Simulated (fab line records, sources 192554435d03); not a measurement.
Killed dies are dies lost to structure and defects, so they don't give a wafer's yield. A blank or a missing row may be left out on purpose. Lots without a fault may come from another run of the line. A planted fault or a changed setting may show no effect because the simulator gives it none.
fab line records | flow n5_finfet
record lots=5 wafers=14 last_day=17
route steps=1938 shown BEOL_M15@1821 PASS1_DEP@1831 MIM_BOT@1832 MIM_TOP@1834 MIM_TOP_LITHO@1839 PASSIVATION@1936
lots that met no fault: from a run of the same line without faults
start_h: hours from the record's first day to the start of the lot's first wafer shown | wait_h: hours since the lot's step before | " the same as in the row above | L1.1+2: a row that stands for several wafers | - no value, or no start given | * or withheld: withheld | < > ~ a bound
route shown NAME@n: a module of which the file shows steps, and the number in the route of the first | usual: mean/standard deviation of fault-free wafers | same: alike in all rows | chamber/n: place in a boat | sites: the reading at each site | _std_site: their standard deviation | _edge_site: outer sites' mean less inner sites' | radius_mm: how far each site lies from the wafer's centre | mask NAME#n: copy n | behind: the tool/chamber that last shaped the wafer | hold: why the lot was held/for how many hours/how that ended | device: the transistor (n, p or np) that didn't switch | end of line: the same wafers' tests at the end of the route | a step without rows: its recipe alone | killed: dies lost to structure and defects at the first sort, not the wafer's yield | map: a wafer's dies, x killed, . not, _ none there
set.NAME: the setting as run; set.NAME@STEP: as run at that earlier step | model.NAME: the simulator's own value behind a step, which no gauge read
lots at some steps of the route; a table a step, a row a wafer
services: from which hour (start_h, from the record's first day; less than 0 if before it) a tool's chamber was out of use, for how many hours, and why
## steps
# step N5_BEOL_M15_SPUTTER_45
# recipe material=Cu target_thk_a=1000 temp_c=-20 bias_v=60 power_w=26000 chamber_pressure_pa=0.13 time_s=16.67
# step N5_BEOL_M15_ECD_47
# recipe material=Cu target_thk_a=18600
# step N5_BEOL_M15_ANNEAL_48
# recipe temp_c=225 time_s=90 ambient=N2
# step N5_BEOL_M15_CMP_49
# recipe stop_on=SiO2 t_overpolish_s=4.9 down_force_psi=2 platen_rpm=80 clearing_platen_down_force_psi=2 clearing_platen_rpm=80 post_cmp_clean=cu_alkaline target_thk_nm=850 clearing_platen_pad_velocity_m_s=1.5917 pad_velocity_m_s=1.5917
# step N5_BEOL_M15_THK_MEAS_50
# recipe thk_meas_gauge=xrf reads=Cu_of_BEOL_M15_ECD_47
# usual M15_THK=846/22
# columns lot.wafer tool chamber start_h wait_h M15_THK[nm]
L827.2 film_metro-01 - 280.12 - 867
L827.3 " - " " 822
L827.5 " - " " 873
L830.2 film_metro-01 - 290.36 - 877
L830.4 " - " " 875
L836.4 film_metro-01 - 342.40 - 848
L836.5 " - " " 846
L836.6 " - " " 892
L839.1 film_metro-01 - 357.85 - 866
L839.2 " - " " 843
L839.6 " - " " 868
L848.3 film_metro-02 - 391.40 - 846
L848.4 " - " " 842
L848.5 " - " " 849
# step N5_BEOL_M15_PRE_CLEAN_52
# recipe gas=NH3 time_s=15 temp_c=withheld rf_power_w=300
# step N5_BEOL_M15_DEP_53
# recipe material=SiCN target_thk_a=500 temp_c=withheld precursor=3MS/NH3 pressure_torr=3 rf_w=675 time_s=17.8
# step N5_BEOL_M15_RS_MEAS_54
# recipe thk_meas_gauge=four-point-probe reads=Cu_of_BEOL_M15_ECD_47+Ta_of_BEOL_M15_SPUTTER_44+TaN_of_BEOL_M15_SPUTTER_43
# usual M15_RS=0.0218/0.00055
# columns lot.wafer tool chamber start_h wait_h M15_RS[ohm/sq]
L827.2 film_metro-02 - 280.25 0.1 0.0215
L827.3 " - " " 0.0226
L827.5 " - " " 0.0212
L830.2 film_metro-02 - 290.52 0.1 0.0209
L830.4 " - " " 0.0211
L836.4 film_metro-02 - 342.53 0.0 0.0219
L836.5 " - " " 0.0222
L836.6 " - " " 0.0210
L839.1 film_metro-02 - 357.98 0.0 0.0217
L839.2 " - " " 0.0223
L839.6 " - " " 0.0218
L848.3 film_metro-01 - 391.53 0.1 0.0214
L848.4 " - " " 0.0216
L848.5 " - " " 0.0215
# step N5_BEOL_M15_INSPECT_55
# recipe inspect_instrument=darkfield mode=post_dep
# usual raw_defect_count=72/22
# columns lot.wafer tool chamber start_h wait_h raw_defect_count
L827.2 defect_inspect-02 - 280.27 0.0 61
L827.3 " - " " 73
L827.5 " - " " 61
L830.2 defect_inspect-01 - 290.54 0.0 69
L830.4 " - " " 75
L836.4 defect_inspect-01 - 342.55 0.0 65
L836.5 " - " " 87
L836.6 " - " " 73
L839.1 defect_inspect-01 - 358.00 0.0 89
L839.2 " - " " 74
L839.6 " - " " 78
L848.3 defect_inspect-01 - 391.56 0.0 102
L848.4 " - " " 96
L848.5 " - " " 109
# step N5_BEOL_M15_RC_MEAS_101
# usual COMB_M10=1.5e-11/3.1e-12 COMB_M11=1.44e-11/2.9e-12 COMB_M12=6.5e-12/1.2e-12 COMB_M13=5e-12/8.9e-13 COMB_M14=3.9e-12/7.5e-13 COMB_M15=2.8e-12/5.7e-13 COMB_M5=3.8e-11/8.1e-12 COMB_M6=2.8e-11/5e-12 COMB_M7=2.6e-11/5.2e-12 COMB_M8=2.6e-11/5.8e-12 COMB_M9=1.5e-11/3.1e-12 SERP_M10=3.12/0.087 SERP_M11=3.11/0.1 SERP_M12=0.635/0.017 SERP_M13=0.311/0.0094 SERP_M13_max_site=0.314/0.0095 SERP_M14=0.160/0.0042 SERP_M5=39.7/2.3 SERP_M6=13.7/0.66 SERP_M7=14.1/0.85 SERP_M8=14.1/0.72 SERP_M9=3.07/0.11
# columns lot.wafer tool chamber start_h wait_h COMB_M10[S/m] COMB_M11[S/m] COMB_M12[S/m] COMB_M13[S/m] COMB_M14[S/m] COMB_M15[S/m] COMB_M5[S/m] COMB_M6[S/m] COMB_M7[S/m] COMB_M8[S/m] COMB_M9[S/m] SERP_M10[ohm/um] SERP_M11[ohm/um] SERP_M12[ohm/um] SERP_M13[ohm/um] SERP_M13_max_site[ohm/um] SERP_M14[ohm/um] SERP_M5[ohm/um] SERP_M6[ohm/um] SERP_M7[ohm/um] SERP_M8[ohm/um] SERP_M9[ohm/um]
L827.2 prober-01 0 280.45 0.2 1.5e-11 2.79e-11 5.8e-12 4.1e-12 2.5e-12 1.7e-12 4.4e-11 2.3e-11 3e-11 2.4e-11 1.4e-11 3.23 3.13 0.609 0.318 0.322 0.154 38.8 13.9 14.0 13.9 3.07
L827.3 " 0 " " 2e-11 1.23e-11 6.1e-12 4.5e-12 3.4e-12 2.2e-12 2.9e-11 2.5e-11 2.8e-11 1.9e-11 1.3e-11 3.19 3.23 0.621 0.331 0.335 0.163 39.6 14.5 14.6 15.2 3.11
L827.5 " 0 " " 1.2e-11 1.82e-11 5.3e-12 6.4e-12 2.4e-12 2.8e-12 4e-11 1.8e-11 3.3e-11 4.2e-11 1.8e-11 3.21 3.05 0.621 0.315 0.317 0.164 41.5 14.5 14.6 14.1 3.14
L830.2 prober-01 0 290.72 0.2 1.4e-11 1.4e-11 8.2e-12 5.1e-12 3.5e-12 3e-12 5.2e-11 2.9e-11 2.2e-11 2.3e-11 1.6e-11 3.04 3.13 0.641 0.299 0.302 0.161 41.2 14.1 12.9 14.4 3.16
L830.4 " 0 " " 1.7e-11 1.66e-11 7.5e-12 5.2e-12 4.6e-12 3.3e-12 2.9e-11 3.1e-11 2.3e-11 2.6e-11 2.4e-11 3.06 2.97 0.631 0.315 0.318 0.149 41.3 13.3 13.8 14.7 2.84
L836.4 prober-02 0 343.04 0.5 9e-12 1.51e-11 5.7e-12 5.5e-12 3.7e-12 3.6e-12 3.5e-11 3.5e-11 2.9e-11 2.3e-11 1.3e-11 3.23 3.05 0.619 0.313 0.315 0.159 40.1 13.6 12.7 14.0 3.02
L836.5 " 0 " " 1.8e-11 1.4e-11 7.2e-12 5.2e-12 3.6e-12 2.5e-12 2.6e-11 2.7e-11 2.3e-11 3.7e-11 1.3e-11 3.17 3.02 0.619 0.309 0.312 0.169 38.2 13.7 13.7 13.9 3.05
L836.6 " 0 " " 1.3e-11 1.2e-11 5.2e-12 5.8e-12 3.8e-12 2.9e-12 4.2e-11 2.6e-11 1.9e-11 2.7e-11 1.3e-11 3.12 3.22 0.633 0.294 0.296 0.156 40.2 13.2 13.1 14.4 3.01
L839.1 prober-01 0 358.03 0.0 1.7e-11 1.2e-11 6.1e-12 5.1e-12 3.5e-12 3.1e-12 2.7e-11 2.9e-11 3.5e-11 2.6e-11 1.1e-11 3.03 3.11 0.635 0.318 0.321 0.162 41.9 13.5 13.1 12.9 3.09
L839.2 " 0 " " 1.5e-11 2.17e-11 4.7e-12 4.5e-12 2.2e-12 2.3e-12 2.3e-11 3.7e-11 2.7e-11 2.3e-11 9e-12 3.29 3.12 0.606 0.304 0.305 0.166 40.9 14.0 13.2 14.2 3.15
L839.6 " 0 " " 1.5e-11 1.4e-11 6.1e-12 4.6e-12 3.6e-12 2.8e-12 3.2e-11 3.2e-11 3.3e-11 2.2e-11 1.7e-11 3.24 3.12 0.658 0.316 0.319 0.160 43.5 14.2 13.3 13.8 3.02
L848.3 prober-01 0 391.89 0.3 1.4e-11 1.2e-11 5.8e-12 5.1e-12 3.7e-12 3.9e-12 5.4e-11 2.3e-11 2.3e-11 2.6e-11 1.8e-11 3.10 3.05 0.624 0.318 0.319 0.158 35.9 14.3 13.2 14.2 3.05
L848.4 " 0 " " 1.2e-11 1.33e-11 4.3e-12 4.8e-12 4e-12 2.5e-12 4.1e-11 2.5e-11 2.8e-11 2e-11 1.2e-11 3.05 3.06 0.626 0.319 0.321 0.154 37.8 14.5 13.9 15.2 3.14
L848.5 " 0 " " 1.5e-11 1.07e-11 5.7e-12 6.7e-12 3.3e-12 3e-12 4.7e-11 1.8e-11 2.9e-11 2.3e-11 2e-11 3.28 3.36 0.590 0.323 0.324 0.160 35.9 13.8 13.8 13.1 3.15
# step N5_PASSIVATION_PECVD_00
# recipe material=SiO2 target_thk_a=2000 temp_c=400 precursor=SiH4/N2O pressure_torr=2.7 rf_w=608 time_s=11.2
# usual heater_power_outer_w=354/67 heater_power_w=645/110 showerhead_plenum_p_Torr=8.13/0.062 showerhead_vpp_V=1529/63 throttle_valve_pct=49/3.4
# columns lot.wafer tool chamber start_h wait_h heater_power_outer_w heater_power_w showerhead_plenum_p_Torr showerhead_vpp_V throttle_valve_pct
L827.2 pecvd-01 1 281.26 0.7 498 871 8.13 1464 54
L827.3 " 0 " " 339 596 8.25 1578 49
L827.5 " 1 " " 501 868 8.12 1481 54
L830.2 pecvd-02 2 291.53 0.7 429 785 8.08 1561 44
L830.4 " 2 " " 433 791 8.08 1581 44
L836.4 pecvd-03 2 343.56 0.4 378 663 8.12 1459 46
L836.5 " 1 " " 371 596 8.10 1509 56
L836.6 " 0 " " 341 625 8.21 1575 51
L839.1 pecvd-01 1 358.99 0.8 507 909 8.13 1447 54
L839.2 " 0 " " 239 466 8.23 1580 49
L839.6 " 2 " " 334 555 8.21 1417 52
L848.3 pecvd-03 1 392.54 0.5 268 503 8.10 1507 56
L848.4 " 2 " " 374 672 8.14 1480 46
L848.5 " 0 " " 352 649 8.18 1583 51
# step N5_MIM_BOT_DEGAS_01
# recipe ambient=vacuum temp_c=300 time_s=60
# step N5_MIM_BOT_SPUTTER_00
# recipe material=TiN target_thk_a=350 temp_c=200 power_w=3000 chamber_pressure_pa=0.49996 gas=Ar reactive_partial_pa=0.37997 time_s=89.7
# usual substrate_temp_c=199.98/0.16 throttle_valve_pct=29.7/1
# columns lot.wafer tool chamber start_h wait_h substrate_temp_c throttle_valve_pct
L827.2 pvd_sputter-03 - 281.96 0.0 199.79 30.1
L827.3 " - " " 200.01 30.3
L827.5 " - " " 200.06 29.9
L830.2 pvd_sputter-03 - 292.92 0.0 199.82 29.7
L830.4 " - " " 199.90 29.0
L836.4 pvd_sputter-02 - 344.28 0.0 200.39 29.7
L836.5 " - " " 200.13 29.8
L836.6 " - " " 199.95 29.1
L839.1 pvd_sputter-01 - 360.25 0.0 200.19 30.7
L839.2 " - " " 200.05 31.2
L839.6 " - " " 199.86 31.1
L848.3 pvd_sputter-01 - 393.62 0.0 200.14 31.0
L848.4 " - " " 199.70 27.6
L848.5 " - " " 199.93 30.8
# step N5_MIM_TOP_ALD_00
# recipe material=Al2O3 target_thk_a=* temp_c=withheld ald_precursor_family=TMA ald_co_reactant=O3 pulse_time_s=withheld purge_time_s=3 co_reactant_purge_time_s=withheld co_reactant_pulse_time_s=3 ald_cycles=withheld
# usual precursor_pulse_height_rel=1.000/0.023
# columns lot.wafer tool chamber start_h wait_h precursor_pulse_height_rel
L827.2 ald_hk-02 3 282.06 0.1 0.987
L827.3 " 1 " " 0.987
L827.5 " 2 " " 1.023
L830.2 ald_hk-02 0 293.02 0.1 1.032
L830.4 " 2 " " 0.994
L836.4 ald_hk-01 2 344.39 0.1 0.992
L836.5 " 0 " " 1.025
L836.6 " 1 " " 0.989
L839.1 ald_hk-01 1 360.35 0.1 1.052
L839.2 " 2 " " 1.054
L839.6 " 3 " " 1.026
L848.3 ald_hk-03 0 393.72 0.1 0.992
L848.4 " 1 " " 0.975
L848.5 " 3 " " 0.950
# step N5_MIM_TOP_ALD_01
# recipe material=HfO2 target_thk_a=56 temp_c=withheld ald_precursor_family=Hf-amide ald_co_reactant=O3 pulse_time_s=1 purge_time_s=3 co_reactant_purge_time_s=2 co_reactant_pulse_time_s=3 ald_cycles=62
# usual precursor_pulse_height_rel=0.999/0.02
# same co_reactant_pulse_time_s=3
# columns lot.wafer tool chamber start_h wait_h precursor_pulse_height_rel
L827.2 ald_hk-02 3 - - 0.989
L827.3 " 1 " " 1.025
L827.5 " 2 " " 1.023
L830.2 ald_hk-02 0 - - 0.992
L830.4 " 2 " " 1.007
L836.4 ald_hk-01 2 - - 1.006
L836.5 " 0 " " 0.959
L836.6 " 1 " " 0.979
L839.1 ald_hk-01 1 - - 0.986
L839.2 " 2 " " 0.998
L839.6 " 3 " " 1.011
L848.3 ald_hk-03 0 - - 0.970
L848.4 " 1 " " 0.993
L848.5 " 3 " " 0.982
# step N5_MIM_TOP_ALD_02
# recipe material=Al2O3 target_thk_a=* temp_c=withheld ald_precursor_family=TMA ald_co_reactant=O3 pulse_time_s=withheld purge_time_s=3 co_reactant_purge_time_s=withheld co_reactant_pulse_time_s=3 ald_cycles=withheld
# step N5_MIM_TOP_DEGAS_04
# recipe ambient=vacuum temp_c=300 time_s=60
# step N5_MIM_TOP_SPUTTER_03
# recipe material=TiN target_thk_a=350 temp_c=200 power_w=3000 chamber_pressure_pa=0.49996 gas=Ar reactive_partial_pa=0.37997 time_s=89.7
# usual substrate_temp_c=199.98/0.16 throttle_valve_pct=29.6/0.96
# columns lot.wafer tool chamber start_h wait_h substrate_temp_c throttle_valve_pct
L827.2 pvd_sputter-01 - 282.68 0.0 200.03 30.9
L827.3 " - " " 199.98 30.9
L827.5 " - " " 199.78 27.8
L830.2 pvd_sputter-02 - 293.91 0.0 200.30 29.2
L830.4 " - " " 199.80 29.5
L836.4 pvd_sputter-03 - 344.88 0.0 200.26 30.8
L836.5 " - " " 199.97 28.7
L836.6 " - " " 199.93 29.6
L839.1 pvd_sputter-03 - 361.67 0.0 199.80 30.8
L839.2 " - " " 200.19 28.7
L839.6 " - " " 200.07 30.8
L848.3 pvd_sputter-01 - 394.86 0.0 199.71 29.2
L848.4 " - " " 200.00 27.6
L848.5 " - " " 199.95 30.6
# step N5_MIM_TOP_LITHO_HMDS_01
# recipe time_s=60 temp_c=120
# step N5_MIM_TOP_LITHO_COAT_02
# recipe spin_rpm=* resist_thk_nm=*
# step N5_MIM_TOP_LITHO_EBR_04
# recipe solvent=PGMEA ebr_width_mm=1.5
# step N5_MIM_TOP_LITHO_SOFTBAKE_03
# recipe temp_c=100 time_s=90
# step N5_MIM_TOP_LITHO_EXPOSE_05
# recipe mask_id=MIM_TOP na=0.55 source_shape=conventional sigma_outer=0.8 polarization=unpolarized target_cd_nm=2000 dose_mj=20.5
# step N5_MIM_TOP_LITHO_PEB_06
# recipe peb_temp_c=withheld peb_time_s=*
# step N5_MIM_TOP_LITHO_DEVELOP_07
# recipe develop_time_s=60 rinse_liquid=diw dry=air_spin dev_temp_c=21
# step N5_MIM_TOP_LITHO_HARDBAKE_09
# recipe temp_c=130 time_s=120
# step N5_MIM_TOP_LITHO_CD_MEAS_08
# recipe target_cd_nm=2000 landing_energy_ev=500 detector=se_inlens
# usual cd_nm=1999.8/2.3
# columns lot.wafer tool chamber start_h wait_h cd_nm
L827.2 cd_sem-03 0 283.08 - 1995.8
L827.3 " 0 " " 2001.5
L827.5 " 0 " " 1997.4
L830.2 cd_sem-03 0 294.43 - 1995.8
L830.4 " 0 " " 1997.3
L836.4 cd_sem-03 0 345.40 - 2001.0
L836.5 " 0 " " 2002.1
L836.6 " 0 " " 1995.8
L839.1 cd_sem-02 0 362.20 - 1999.1
L839.2 " 0 " " 2001.1
L839.6 " 0 " " 2000.1
L848.3 cd_sem-03 0 395.53 - 1996.3
L848.4 " 0 " " 2000.6
L848.5 " 0 " " 2002.4
# step N5_MIM_TOP_LITHO_OVL_MEAS_11
# recipe points_per_wafer=44
# usual MIM_TOP_OVL=-4/4.5
# columns lot.wafer tool chamber start_h wait_h MIM_TOP_OVL[nm]
L827.2 overlay-02 0 283.10 0.0 -5
L827.3 " 0 " " -5
L827.5 " 0 " " -2
L830.2 overlay-02 0 294.46 0.0 -12
L830.4 " 0 " " -4
L836.4 overlay-01 0 345.43 0.0 5
L836.5 " 0 " " 1
L836.6 " 0 " " 3
L839.1 overlay-02 0 362.23 0.0 -10
L839.2 " 0 " " -11
L839.6 " 0 " " -9
L848.3 overlay-02 0 395.57 0.0 -4
L848.4 " 0 " " -13
L848.5 " 0 " " -12
# step N5_MIM_TOP_LITHO_INSPECT_12
# recipe mode=adi inspect_instrument=macro
# usual raw_defect_count=2.0/1.5
# columns lot.wafer tool chamber start_h wait_h raw_defect_count
L827.2 defect_inspect-02 - 283.13 0.0 0
L827.3 " - " " 1
L827.5 " - " " 1
L830.2 defect_inspect-01 - 294.48 0.0 2
L830.4 " - " " 2
L836.4 defect_inspect-01 - 345.46 0.0 244
L836.5 " - " " 250
L836.6 " - " " 232
L839.1 defect_inspect-01 - 362.25 0.0 2
L839.2 " - " " 0
L839.6 " - " " 1
L848.3 defect_inspect-01 - 395.60 0.0 3
L848.4 " - " " 3
L848.5 " - " " 3
# step N5_MIM_TOP_LITHO_DESCUM_10
# recipe chemistry=O2 time_s=7.9 source_power_w=50 bias_power_w=20 pressure_mtorr=20 rf_frequency_hz=2.712e+07 temp_c=40 o2_flow_sccm=225
# usual drypump_motor_current_A=5.9/0.46 oes_product_au=0.80/0.081 rf_vpp_V=243.6/1.3 showerhead_plenum_p_Torr=2.13/0.07 throttle_valve_pct=20.3/0.36
# columns lot.wafer tool chamber start_h wait_h drypump_motor_current_A oes_product_au rf_hours_counter_h rf_vpp_V showerhead_plenum_p_Torr throttle_valve_pct
L827.2 rie_diel-06 3 283.26 0.1 5.0 0.73 212 243.8 2.14 20.3
L827.3 " 2 " " 5.9 0.89 39 242.4 2.03 20.0
L827.5 " 1 " " 6.5 0.80 - 244.2 2.19 20.3
L830.2 rie_diel-04 2 294.52 0.0 6.3 0.77 130 244.1 2.21 20.6
L830.4 " 1 " " 5.8 0.95 12 243.6 2.12 19.9
L836.4 rie_diel-05 2 345.49 0.0 5.4 0.77 132 241.6 2.00 20.1
L836.5 " 2 " " 5.4 0.78 - 242.1 2.00 20.1
L836.6 " 1 " " 5.8 0.70 - 244.8 2.18 21.2
L839.1 rie_diel-06 3 362.29 0.0 5.0 0.71 241 243.3 2.13 20.4
L839.2 " 1 " " 6.5 0.78 117 246.1 2.18 20.3
L839.6 " 3 " " 5.0 0.71 - 243.5 2.13 20.4
L848.3 rie_diel-06 1 395.65 0.1 6.5 0.76 135 243.4 2.17 20.3
L848.4 " 0 " " 6.3 0.92 - 242.8 2.15 20.4
L848.5 " 1 " " 6.5 0.77 - 244.7 2.17 20.3
# step N5_PASSIVATION_PROBE_49
# usual defect_limited_yield=91.3/1.4 killed_at_M0_to_M3=33/9.9 killed_at_M4_up=15/5.6 killed_at_contacts=13/5.7 killed_at_front_end=38/12 killed_at_other=4/3.1 killed_dies=103/17 killed_open=66/13 killed_short=32/7.8 sort_bin_4_leakage=0.02/0.16 sort_bin_5_function=5.1/0.95 sort_bin_6_memory=3.2/0.68 sort_n_pass=1077/17 sort_yield_pct=91.3/1.5
# same gross_dies=1180 killed_at_back_side=0 sort_bin_8_speed[%]=0
# columns lot.wafer tool chamber start_h wait_h defect_limited_yield[%] killed_at_M0_to_M3 killed_at_M4_up killed_at_contacts killed_at_front_end killed_at_other killed_dies killed_open killed_short sort_bin_4_leakage[%] sort_bin_5_function[%] sort_bin_6_memory[%] sort_n_pass sort_yield_pct[%]
L836.4 prober-02 - 355.08 0.2 83.6 45 11 13 33 91 193 74 25 0 10.8 4.3 987 83.6
L836.5 prober-02 - 355.13 0.2 83.5 32 15 11 51 86 195 69 37 0 10.7 3.9 985 83.5
L836.6 prober-02 - 355.18 0.3 86.0 21 22 21 47 54 165 82 32 0 8.7 4.2 1015 86.0
# killed by level:class
L836.4 MIM_BOT:unspecified=91 STI_FIN_REVEAL:geometric_particle:open=14 MOL_CONTACT_COAG:geometric_particle:open=12 BEOL_M0_SAQP:geometric_particle:open=9 BEOL_M2:geometric_particle:open=9 BEOL_M0_SAQP:geometric_particle:short=8 BEOL_M3:geometric_particle:open=6 FIN_SAQP:geometric_particle:short=4
L836.5 MIM_BOT:unspecified=86 STI_FIN_REVEAL:geometric_particle:open=11 BEOL_M2:geometric_particle:open=9 FIN_SAQP:geometric_particle:open=8 MOL_CONTACT_COAG:geometric_particle:open=8 FIN_SAQP:geometric_particle:short=7 GATE_CUT:geometric_particle:short=6 BEOL_M3:geometric_particle:open=6
L836.6 MIM_BOT:unspecified=49 MOL_CONTACT_COAG:geometric_particle:open=18 FIN_SAQP:geometric_particle:open=12 FIN_SAQP:geometric_particle:short=9 BEOL_M3:geometric_particle:open=9 BEOL_M7:geometric_particle:open=7 GATE_CUT:geometric_particle:short=6 BEOL_M5:geometric_particle:open=5
# map L836.5 (x killed, . not)
_________________............________________
______________.................._____________
___________...x...............x...x__________
__________.........................._________
________....x........................._______
_______......xxx...............x.......______
______..x............x......x.x..x......_____
_____x...................................____
____..........x......x..........xx.x......___
___..x.x......x........x....xx.......x.....__
___.................x.........xx....x......__
__.........xx.......xx.........xxxxx.xx....._
__...........x.....x.....x....x.xxxxxxxxxxx._
_.......x..x........x...xx..xxxxxxxxxxxxx....
_............x.........x...x.xxxxxxxxxxxxx...
_x....................xx....x..xxxxxxxx.x.x..
_..x......x.......x....x.....xxxxxxxxxx......
_x............................xxxxxxx..x.....
_....x...............x.......xx.x..x.xx..x...
_..x..........x...............xx....x...x....
_.x..................x............xx..x...x..
__.x.x...........x.......x.........x......x._
__.................x.................x...x.._
___.......x....x...........................__
___.................x..x........xx...x.....__
____...........x...........x.......x......___
_____....x......x....................x...____
______.........................x..x....._____
_______..........x..........x....x....x______
________x........x.....x.....xx......._______
__________....................x....._________
___________........x...x..x..x....x__________
______________..xx.....xx.x....._____________
_________________...x...x...x________________
# map L839.1 (x killed, . not)
_________________............________________
______________...x...x.x........_____________
___________........x.x..x.....xx..x__________
__________...x......x..............x_________
________......xx...x......x..........._______
_______xx..x..x.x............x......x.x______
______......x....x.x.............xx....._____
_____...........x..............x........x____
____........x....x.x..............x.......___
___.....................x.x......x.........__
___..................x..x.....x............__
__.......x....x.........x...........x...x..._
__......x..........x.....x..xxx..x...x...x.x_
_..........x........................x........
_........x....x....xx...x...x.........x..x...
_..x..x.............x...............x......xx
_....x...x...x.......xx.x.x......x...........
_x..............x.x........................x.
_.....x.........x...........x.....x.........x
_...x........................xx..............
_...x..........x..x.......x....x..........x.x
__x.......x....x.x..x.x...........x.....x.x._
__....x..........x.x......x...x...x.....x.x._
___x.............................x...x....x__
___...x..x....xx................x...xx.....__
____...x.....................x............___
_____.x.x...................x............____
______................x...x.....xxx....._____
_______.x.....x............x...........______
________.......x.......xx............._______
__________.......x..........x.....x._________
___________.....x...x...........xx.__________
______________..............x..x_____________
_________________.xx.........________________
## services
# columns tool chamber start_h hours kind
pecvd-01 2 263.32 2.1 scheduled_down
rie_diel-06 0 268.22 15.3 repair
pecvd-01 2 272.76 7.5 repair
pecvd-03 1 281.86 19.3 repair
ald_hk-03 - 286.20 0.9 repair
rie_diel-06 2 293.88 4.3 repair
ald_hk-03 - 294.64 8.7 pm
rie_diel-05 3 296.99 - clean
rie_diel-05 3 296.99 - consumable_replace:focus_ring
rie_diel-05 2 297.03 9.6 repair
rie_diel-06 2 304.45 10.4 repair
pecvd-01 2 310.46 16.5 scheduled_down
pecvd-01 - 316.00 14.6 pm
rie_diel-06 0 336.64 - clean
rie_diel-06 0 336.64 - consumable_replace:focus_ring
rie_diel-06 0 336.64 35.3 scheduled_down
rie_diel-06 0 336.64 35.3 vent_cycle
rie_diel-05 3 369.28 14.3 repair
rie_diel-04 - 377.54 14.6 pm
pvd_sputter-02 - 379.03 2.5 repair
rie_diel-06 3 380.27 - clean
rie_diel-06 3 380.27 - consumable_replace:focus_ring
rie_diel-06 3 380.27 17.9 scheduled_down
rie_diel-06 3 380.27 17.9 vent_cycle
## key
first_sign step=N5_MIM_TOP_LITHO_INSPECT_12 reading=raw_defect_count direction=up sigmas=99+ usual=2.0 struck=242
effect step=N5_PASSIVATION_PROBE_49 reading=killed_at_other direction=up sigmas=24 usual=4 struck=77
more_kills_born_at N5_MIM_BOT_SPUTTER_00@pvd_sputter-02=226
met_at N5_MIM_BOT_SPUTTER_00
struck_wafers L836.4,L836.5,L836.6
fault kind=chamber_particle_source tool=pvd_sputter-02 chamber=- onset_h=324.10 steps=N5_MIM_BOT_SPUTTER_00 rate_per_visit_cm2=0.37683
